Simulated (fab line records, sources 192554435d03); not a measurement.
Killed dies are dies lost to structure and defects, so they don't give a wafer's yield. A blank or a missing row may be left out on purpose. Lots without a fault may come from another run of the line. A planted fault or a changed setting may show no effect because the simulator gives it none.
Chamber matching | flow n5_finfet | N5_HKMG_FIN_HK_ALD_01 on ald_hk-03: 4 sister chambers
The step deposits HfO2, target thk 1.6 nm, pulse time 3 s, purge time 3 s. 8 wafers are shown with their chamber, then 9 later ones without.

WAFERS WITH THEIR CHAMBER
wafer  | chamber | precursor_pulse_height_rel
L523.2 | 3       | 0.998
L528.1 | 2       | 0.980
L533.1 | 1       | 1.001
L533.2 | 0       | 0.980
L533.3 | 2       | 0.984
L539.1 | 3       | 1.035
L539.5 | 0       | 1.000
L539.6 | 1       | 1.022

WAFERS WITHOUT THEIR CHAMBER
wafer  | precursor_pulse_height_rel
L540.1 | 1.019
L540.3 | 0.981
L540.4 | 0.993
L541.2 | 1.007
L541.4 | 0.935
L541.5 | 0.982
L542.1 | 1.025
L542.3 | 1.005
L542.6 | 1.006

WHICH CHAMBER EACH WENT THROUGH
wafer  | from the rows above               | in truth
L540.1 | can't be placed: 3 or 1 or 0      | 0
L540.3 | can't be placed: 2 or 0 or 1      | 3
L540.4 | can't be placed: 0 or 2 or 1 or 3 | 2
L541.2 | can't be placed: 1 or 3 or 0 or 2 | 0
L541.4 | can't be placed: 2 or 0 or 1      | 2
L541.5 | can't be placed: 2 or 0 or 1      | 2
L542.1 | can't be placed: 3 or 1 or 0      | 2
L542.3 | can't be placed: 1 or 3 or 0 or 2 | 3
L542.6 | can't be placed: 1 or 3 or 0 or 2 | 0
Placed correctly: 0 of 9. Can't be placed from these rows: 9 (the true chamber is among the candidates in 7). Placed wrongly: 0.
How it was worked out, from the rows above alone: a wafer's distance from a chamber is the root of the sum, over the readings, of the square of ((its reading less the chamber's mean) divided by the reading's scatter). The wafer belongs to the nearest chamber; if the next one is less than 2 further off, it can't be placed. A chamber's mean is the mean of its shown wafers. The scatter: the root of (the sum of the squares of (reading less its chamber's mean) over the shown wafers, divided by (wafers less chambers)).
